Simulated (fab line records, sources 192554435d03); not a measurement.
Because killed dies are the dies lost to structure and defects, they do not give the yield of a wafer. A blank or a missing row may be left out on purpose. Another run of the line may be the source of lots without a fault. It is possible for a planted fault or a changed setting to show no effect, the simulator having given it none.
2 desks, one fault / flow n5Finfet / what lay behind the numbers comes last; until then each desk has only its own

## FROM THE METROLOGY DESK
Lot by lot, what the gauges showed, no matter which tool ran the lot: averages of those sampled wafers that carry a number. Any lot whose mean is over 4 standard deviations away from the usual mean is out of limits and marked OUT; that distance is given in the brackets.
Columns: A = M15_THK at N5_BEOL_M15_THK_MEAS_50, usual 849 nm
lot=L133; first seen here=day 11 17:08; A=861
lot=L136; first seen here=day 12 21:44; A=852
lot=L139; first seen here=day 13 14:43; A=852
lot=L140; first seen here=day 13 20:13; A=855
lot=L145; first seen here=day 15 14:25; A=852
lot=L148; first seen here=day 15 19:27; A=873
lot=L146; first seen here=day 15 22:49; A=848
lot=L152; first seen here=day 16 16:59; A=838
lot=L154; first seen here=day 17 04:49; A=858
lot=L153; first seen here=day 17 05:30; A=828
lot=L155; first seen here=day 17 19:35; A=862
This desk found nothing out of limits on any of the 11 lots.

## TOOL OWNER'S DESK, pvdSputter-01
The tool's own readings at N5_BEOL_M15_SPUTTER_44 (material Ta, target thk 15 nm, time 24.19 s): means of the sampled wafers that have a number, for each lot that ran on this tool. Any lot whose mean is over 4 standard deviations away from the usual mean is out of limits and marked OUT; that distance is given in the brackets.
Columns: A = cathodeDcPowerW at N5_BEOL_M15_SPUTTER_44, usual 15000 W; B = chamberPressurePa at N5_BEOL_M15_SPUTTER_44, usual 0.07 Pa; C = throttleValvePct at N5_BEOL_M15_SPUTTER_44, usual 29.8 %
lot=L133; first seen here=day 11 15:34; A=14999; B=0.07; C=30.8
lot=L136; first seen here=day 12 20:31; A=15000; B=0.07; C=29.9
lot=L140; first seen here=day 13 19:11; A=15001; B=0.07; C=30.4
lot=L148; first seen here=day 15 18:05; A=14346 (-99 or more) OUT; B=0.07; C=29.6
lot=L146; first seen here=day 15 21:47; A=14348 (-99 or more) OUT; B=0.07; C=30.1
This desk finds L146, L148 out of limits, L148 being first, at day 15 18:05 (cathodeDcPowerW at N5_BEOL_M15_SPUTTER_44). L133, L136, L140 stayed within limits.

## PUT TOGETHER
On L146, L148, at day 15 18:05, an alarm was possible from the tool owner's desk.
From the metrology desk's view, nothing was out of limits.
The metrology desk holds a record of L146, L148, inside its limits.
The lots listed all ran N5_BEOL_M15_SPUTTER_44 on pvdSputter-01.

## WHAT THE SIMULATOR HAD INSERTED
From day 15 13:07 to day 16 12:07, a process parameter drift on pvdSputter-01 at N5_BEOL_M15_SPUTTER_44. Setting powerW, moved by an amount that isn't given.
Lots struck among those shown: L146, L148.
Each desk's first reading out of limits, in hours after the fault started: the tool owner's desk, 5.
